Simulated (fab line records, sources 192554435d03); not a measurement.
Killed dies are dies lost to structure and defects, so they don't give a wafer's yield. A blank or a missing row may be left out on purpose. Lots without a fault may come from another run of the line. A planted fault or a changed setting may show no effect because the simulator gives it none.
A struck lot beside a sound one | flow n5_finfet | 43 steps out of a route of 1938
Sound: wafers L170.2, L170.5. Struck: wafer L185.5. (L185.3, L185.6 of the same lot were not struck and are left out.) The cause comes at the end.
At each step with rows: each side's tool, then ch and its chambers, then its first start. Under that, the readings that differ: sound wafers | struck wafers | difference of the means | sigmas: that difference in standard deviations of wafers without a fault.
alike: readings whose means differ by less than 2 such deviations, and words and numbers that are the same on both sides. not compared: withheld readings, readings that some wafer has no value for, bounds like >300 that may hide the same value, and numbers for which the record gives no deviation and whose values overlap.
The two part at a step that has a row with sigmas, a row that says differs or no value, or rows on one side only. Numbers that don't overlap but have no deviation are shown without sigmas and don't part them. A reading that every wafer of one side lacks parts them only if that side has two wafers or more.

first, 7 steps without rows for these wafers: N5_PMOS_HMC_CHANNEL_EPI_PRECLEAN_36 (cleans in O3/DIW, time 45 s); N5_PMOS_HMC_CHANNEL_EPI_PRECLEAN_18 (cleans in DHF, time 30 s); N5_PMOS_HMC_CHANNEL_EPI_SRD_19 (time 30 s); N5_PMOS_HMC_CHANNEL_EPI_EPI_20 (deposits SiGe30, target thk 59 nm); N5_PMOS_HMC_CHANNEL_EPI_HM_STRIP_35 (strips SiO2 in dHF, material SiO2, target depth 39.6 nm, time 216 s); N5_PMOS_HMC_CHANNEL_EPI_SRD_39 (time 30 s); N5_PMOS_HMC_CHANNEL_EPI_CMP_21 (polishes SiGe30, target thk 54 nm).
N5_PMOS_HMC_CHANNEL_EPI_THK_MEAS_22:
  sound on film_metro-02, day 2 07:25; struck on film_metro-02, day 6 02:02
  alike: HMC_CMP_THK
then, 4 steps without rows for these wafers: N5_PMOS_HMC_CHANNEL_EPI_PRECLEAN_40 (cleans in DHF, time 30 s); N5_PMOS_HMC_CHANNEL_EPI_PRECLEAN_37 (cleans in O3/DIW, time 45 s); N5_PMOS_HMC_CHANNEL_EPI_PRECLEAN_24 (cleans in DHF, time 30 s); N5_PMOS_HMC_CHANNEL_EPI_SRD_25 (time 30 s).
N5_PMOS_HMC_CHANNEL_EPI_EPI_26: deposits Si from SiH4/H2, target thk 3.8 nm, time 22.7 s.
  sound on epi_rpcvd-04 ch 0, day 2 07:35; struck on epi_rpcvd-04 ch 0, day 6 02:14
  reading                                             | sound       | struck | difference | sigmas
  model.Si_of_PMOS_HMC_CHANNEL_EPI_EPI_26.thk_nm (nm) | 3.842 3.835 | 6.717  | +2.878     |
  alike: throttle_valve_pct
N5_PMOS_HMC_CHANNEL_EPI_INSPECT_30: inspects for defects (darkfield).
  sound on defect_inspect-01, day 2 07:59; struck on defect_inspect-01, day 6 02:32
  alike: raw_defect_count
then, 7 steps without rows for these wafers: N5_FIN_SAQP_PRECLEAN_42 (cleans in O3/DIW, time 60 s); N5_FIN_SAQP_PRECLEAN_00 (cleans in SC1, time 60 s); N5_FIN_SAQP_PRECLEAN_44 (cleans in SC2, time 45 s); N5_FIN_SAQP_SRD_01 (time 30 s); N5_FIN_SAQP_ALD_61 (deposits SiO2, target thk 4 nm, pulse time 1 s, purge time 2 s); N5_FIN_SAQP_DENSIFY_62 (time 60 s); N5_FIN_SAQP_HM_DEP_03 (deposits SiNx from SiH4/NH3/N2, target thk 38 nm, time 33.6 s).
N5_FIN_SAQP_THK_MEAS_05:
  sound on film_metro-01, day 2 09:02; struck on film_metro-01, day 6 03:23
  alike: thk_nm
N5_FIN_SAQP_PECVD_47: deposits a-Si from SiH4/He, target thk 45 nm, time 36.3 s.
  sound on pecvd-04 ch 2, day 2 09:04; struck on pecvd-03 ch 2, day 6 03:25
  alike: heater_power_w, showerhead_plenum_p_Torr, throttle_valve_pct
N5_FIN_SAQP_PECVD_48: deposits SiNx from SiH4/NH3/N2, target thk 25 nm, time 22.1 s.
  sound on pecvd-04 ch 2, day 2 09:06; struck on pecvd-03 ch 2, day 6 03:28
  reading                | sound     | struck | difference | sigmas
  throttle_valve_pct (%) | 40.1 40.3 | 37.0   | -3.2       | -2
  alike: heater_power_w, showerhead_plenum_p_Torr
N5_FIN_SAQP_PECVD_06: deposits a-Si from SiH4/He, target thk 60 nm, time 48.1 s.
  sound on pecvd-04 ch 2, day 2 09:08; struck on pecvd-03 ch 2, day 6 03:30
  alike: heater_power_w, showerhead_plenum_p_Torr, throttle_valve_pct
N5_FIN_SAQP_THK_MEAS_07:
  sound on film_metro-01, day 2 09:14; struck on film_metro-01, day 6 03:35
  alike: thk_nm
N5_FIN_SAQP_HM_DEP_72: deposits SiO2 from SiH4/N2O, target thk 12 nm, time 7.2 s.
  sound on pecvd-02 ch 0, day 2 09:16; struck on pecvd-02 ch 0, day 6 03:38
  alike: heater_power_w, showerhead_plenum_p_Torr
then, 8 steps without rows for these wafers: N5_FIN_SAQP_COAT_49 (time 60 s, resist thk 100 nm); N5_FIN_SAQP_COAT_50 (time 60 s, resist thk 35 nm); N5_FIN_SAQP_COAT_10 (resist thk 90 nm); N5_FIN_SAQP_EBR_12; N5_FIN_SAQP_SOFTBAKE_11 (time 60 s); N5_FIN_SAQP_EXPOSE_13 (exposes mask FIN CORE, target cd 35.6 nm); N5_FIN_SAQP_PEB_14 (peb time 60 s); N5_FIN_SAQP_DEVELOP_15 (develop time 30 s).
N5_FIN_SAQP_CD_MEAS_16: target cd 35.6 nm.
  sound on cd_sem-03 ch 0, day 2 09:35; struck on cd_sem-03 ch 0, day 6 04:05
  alike: cd_nm
N5_FIN_SAQP_OVL_MEAS_17:
  sound on overlay-01 ch 0, day 2 09:38; struck on overlay-01 ch 0, day 6 04:07
  alike: FIN_CORE_OVL
N5_FIN_SAQP_INSPECT_18: inspects for defects (brightfield).
  sound on defect_inspect-01, day 2 09:40; struck on defect_inspect-02, day 6 04:08
  alike: raw_defect_count
then, 2 steps without rows for these wafers: N5_FIN_SAQP_DESCUM_21 (chemistry O2, time 7.9 s); N5_FIN_SAQP_ETCH_51 (etches SiARC in CF4, target depth 45.5 nm, time 75.8 s).
N5_FIN_SAQP_ETCH_52: etches SOC in N2/H2, target depth 100 nm, overetch 20 nm, time 150 s.
  sound on rie_diel-02 ch 0,2, day 2 09:47; struck on rie_diel-06 ch 1, day 6 04:16
  alike: drypump_motor_current_A, oes_product_au, rf_vpp_V, showerhead_plenum_p_Torr, throttle_valve_pct
  not compared: rf_hours_counter_h
N5_STI_FIN_REVEAL_CLEAN_19: cleans in O3/DIW, time 120 s.
  sound on wet_bench-01 ch 1,5, day 3 03:00; struck on wet_bench-01 ch 4, day 6 19:27
  reading                                             | sound   | struck | difference | sigmas
  model.Si_of_PMOS_HMC_CHANNEL_EPI_EPI_26.thk_nm (nm) | 2.4 2.4 | 5.4    | +3.0       |
-- the record jumps here: 6 days lie between the struck wafers' starts before and after (it left off in module STI_FIN_REVEAL and takes up again in module BEOL_M4, whose first step shown is number 1111 of the route) --
N5_BEOL_M4_RC_MEAS_101:
  sound on prober-01 ch 0, day 8 04:23; struck on prober-02 ch 0, day 12 13:04
  reading   | sound     | struck | difference | sigmas
  CJ_N      | 4.33 4.28 | 4.02   | -0.29      | -3
  CJ_P      | 5.88 5.82 | 5.12   | -0.73      | -4
  VT_N (mV) | 245 253   | 255    | +6         | +2
  alike: DIBL_N, DIBL_P, IOFF_N, IOFF_P, ION_N, ION_P, SS_N, SS_P, VT_P

WHERE THEY PART
First at N5_FIN_SAQP_PECVD_48; last, within this record, at N5_BEOL_M4_RC_MEAS_101.

WHY: what the simulator had put in
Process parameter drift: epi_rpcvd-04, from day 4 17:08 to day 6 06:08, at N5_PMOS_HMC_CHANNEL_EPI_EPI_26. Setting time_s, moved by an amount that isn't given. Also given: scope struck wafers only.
